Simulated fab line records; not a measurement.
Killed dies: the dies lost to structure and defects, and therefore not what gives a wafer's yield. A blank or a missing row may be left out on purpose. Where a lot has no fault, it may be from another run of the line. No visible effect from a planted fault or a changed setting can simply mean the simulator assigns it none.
Struck lot and sound lot, side by side | flow nandHarc | 24 out of 1159 route steps
Sound: these wafers, L775.1, L775.4, L775.5. Struck: wafers L790.3, L790.5, L790.6. Last of all comes the cause.
At each step with rows: each side's tool, then ch and its chambers, then its first start. Under that, the readings that differ: sound wafers | struck wafers | difference of the means | sigmas: that difference in standard deviations of wafers without a fault.
alike: same words and numbers on both sides, and readings whose means sit less than 2 such deviations apart. not compared: any withheld reading, any reading some wafer has no value for, any bound like >300 that may hide the same value, and any number with overlapping values for which the record gives no deviation.
The two part at a step that has a row with sigmas, a row that says differs or no value, or rows on one side only. Numbers that don't overlap but have no deviation are shown without sigmas and don't part them. A reading missing from all wafers of one side parts the sides only when that side holds two or more wafers.

NHARC_P_M0_INSPECT_27:
  sound on defectInspect-01, day 6 07:33; struck on defectInspect-01, day 10 00:38
  alike: rawDefectCount
NHARC_P_M0_PRE_CLEAN_31: time 12 s.
  sound on pecvd-02 ch 0,2, day 6 07:38; struck on pecvd-02 ch 0,1, day 10 00:45
  alike: heaterPowerW
NHARC_P_M0_DEP_32: deposits SiCN, target thk 30 nm.
  sound on pecvd-02 ch 0,2, day 6 07:44; struck on pecvd-02 ch 0,1, day 10 00:53
  alike: heaterPowerW
then, 8 steps without rows for these wafers: NHARC_P_M1_DEP_00 (deposits SiOC, target thk 182.5 nm); NHARC_P_M1_DEHYDRATE_01 (time 120 s); NHARC_P_M1_HMDS_02 (time 30 s); NHARC_P_M1_COAT_34 (time 65 s); NHARC_P_M1_COAT_03 (resist thk 90 nm); NHARC_P_M1_SOFTBAKE_04 (time 55 s); NHARC_P_M1_EBR_05; NHARC_P_M1_EXPOSE_06 (exposes mask P M1, target cd 130 nm).
NHARC_P_M1_PEB_07: peb time 65 s.
  sound on lithoTrack-04 ch 0, day 6 08:52; struck on lithoTrack-01 ch 0, day 10 02:06
reading               | sound             | struck               | difference | sigmas
heaterPowerTotalW (W) | 156.7 157.1 156.0 | 187.3 187.4 186.5    | +30.5      | +74
plateTempC (C)        | 99.98 99.85 99.68 | 113.97 114.32 114.21 | +14.33     | +99 or more
  alike: resistLineTempC
then, 1 step without rows for these wafers: NHARC_P_M1_DEVELOP_08 (develop time 35 s).
NHARC_P_M1_CD_MEAS_09 targets a cd of 130 nm.
  sound on cdSem-03 ch 0, day 6 08:57; struck on cdSem-01 ch 0, day 10 02:11
reading   | sound             | struck            | difference | sigmas
cdNm (nm) | 130.5 130.8 130.9 | 166.3 166.1 166.5 | +35.6      | +59
NHARC_P_M1_OVL_MEAS_10: pitch 260 nm.
  sound on overlay-01, day 6 09:02; struck on overlay-02, day 10 02:16
  alike: overlayXNm, overlayYNm
NHARC_P_M1_INSPECT_11:
  sound on defectInspect-02, day 6 09:04; struck on defectInspect-02, day 10 02:18
  alike: rawDefectCount
NHARC_P_M1_DESCUM_14: chemistry O2, time 3 s.
  sound on rieDiel-12 ch 1,2, day 6 09:08; struck on rieDiel-04 ch 0,1,3, day 10 02:23
reading              | sound           | struck        | difference | sigmas
model.P_M1.cdNm (nm) | 130.8 131 131.1 | 166 166.1 167 | +35        | 
  alike: drypumpMotorCurrentA, oesProductAu, rfVppV, showerheadPlenumPTorr, throttleValvePct
  not compared: rfHoursCounterH
NHARC_P_M1_ETCH_35: etches the open film in N2/H2, target depth 40 nm, overetch 12 nm, time 43.94 s.
  sound on rieDiel-12 ch 0,2, day 6 09:13; struck on rieDiel-04 ch 1,2,3, day 10 02:28
reading                      | sound             | struck            | difference | sigmas
rfVppV (V)                   | 432.6 434.4 433.8 | 428.6 428.5 430.0 | -4.6       | -2
showerheadPlenumPTorr (Torr) | 2.06 2.20 2.20    | 1.95 1.97 1.92    | -0.21      | -3
  alike: drypumpMotorCurrentA, oesProductAu, throttleValvePct
  not compared: rfHoursCounterH
NHARC_P_M1_ETCH_15: etches the open film in C4F8/Ar, target depth 182.5 nm, time 91.2 s.
  sound on rieDiel-12 ch 0,2; struck on rieDiel-04 ch 0,1,2
  alike: oesProductAu, rfVppV
  not compared: rfHoursCounterH
NHARC_P_M1_CD_MEAS_16:
  sound on cdSem-02, day 6 09:26; struck on cdSem-03, day 10 02:40
reading   | sound             | struck            | difference | sigmas
cdNm (nm) | 130.9 131.2 131.2 | 165.5 166.3 167.0 | +35.2      | +47
NHARC_P_M1_STRIP_18: strips in N2/H2.
  sound on rieDiel-04 ch 1,2,3, day 6 09:33; struck on rieDiel-12 ch 0,1,2, day 10 02:49
  alike: drypumpMotorCurrentA, oesProductAu, rfVppV, showerheadPlenumPTorr, throttleValvePct
  not compared: rfHoursCounterH
NHARC_P_M1_ETCH_28: etches the open film in CF4/N2, target depth 30 nm, time 72.99 s.
  sound on rieDiel-04 ch 1,2,3; struck on rieDiel-12 ch 1,2,3
reading              | sound             | struck          | difference | sigmas
model.P_M1.cdNm (nm) | 130.7 131.2 131.2 | 165.6 166 166.7 | +35.1      | 
  alike: drypumpMotorCurrentA, oesProductAu, rfVppV, showerheadPlenumPTorr, throttleValvePct
  not compared: rfHoursCounterH
then, 1 step without rows for these wafers: NHARC_P_M1_STRIP_19 (strips in post etch residue remover, time 600 s).
-- the record jumps here: 13 days lie between the struck wafers' starts before and after (it left off in module P_M1 and takes up again in module END, whose first step shown is number 1159 of the route) --
NHARC_END_SORT_01:
  at this point the record logs the struck wafers (prober-01 ch 0, day 23 06:25) and has no rows for the sound ones

## WHERE THEY PART
Earliest at NHARC_P_M1_PEB_07; latest, in this record, at NHARC_END_SORT_01.

WHY: what the simulator had put in
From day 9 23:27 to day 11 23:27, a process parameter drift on lithoTrack-01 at NHARC_P_M1_PEB_07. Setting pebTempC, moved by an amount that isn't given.
